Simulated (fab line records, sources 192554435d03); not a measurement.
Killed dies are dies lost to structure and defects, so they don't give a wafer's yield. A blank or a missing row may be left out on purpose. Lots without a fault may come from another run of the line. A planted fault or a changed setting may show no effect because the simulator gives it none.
Chamber matching | flow n5_finfet | N5_BEOL_M9_DEP_56 on pecvd-02: 3 sister chambers
The step deposits SiCN from 3MS/NH3, target thk 15 nm, time 26.5 s. 3 wafers are shown with their chamber, then 8 later ones without.

WAFERS WITH THEIR CHAMBER
wafer  | chamber | throttle_valve_pct (%)
L085.2 | 2       | 8.9
L085.4 | 0       | 9.9
L086.1 | 1       | 9.1

WAFERS WITHOUT THEIR CHAMBER
wafer  | throttle_valve_pct (%)
L086.2 | 8.9
L086.4 | 9.9
L091.1 | 8.7
L091.3 | 8.9
L091.4 | 9.9
L092.2 | 8.7
L092.5 | 8.9
L092.6 | 9.5

WHICH CHAMBER EACH WENT THROUGH
wafer  | from the rows above          | in truth
L086.2 | can't be placed: 2 or 1      | 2
L086.4 | 0                            | 0
L091.1 | can't be placed: 2 or 1      | 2
L091.3 | can't be placed: 2 or 1      | 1
L091.4 | 0                            | 0
L092.2 | can't be placed: 2 or 1      | 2
L092.5 | can't be placed: 2 or 1      | 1
L092.6 | can't be placed: 0 or 1 or 2 | 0
Placed correctly: 2 of 8. Can't be placed from these rows: 6 (the true chamber is among the candidates in 6). Placed wrongly: 0.
How it was worked out, from the rows above alone: a wafer's distance from a chamber is the root of the sum, over the readings, of the square of ((its reading less the chamber's mean) divided by the reading's scatter). The wafer belongs to the nearest chamber; if the next one is less than 2 further off, it can't be placed. A chamber's mean is the mean of its shown wafers. The scatter: with one shown wafer a chamber, the root of the mean of the squares of how far each hidden wafer lies from its nearest shown one.
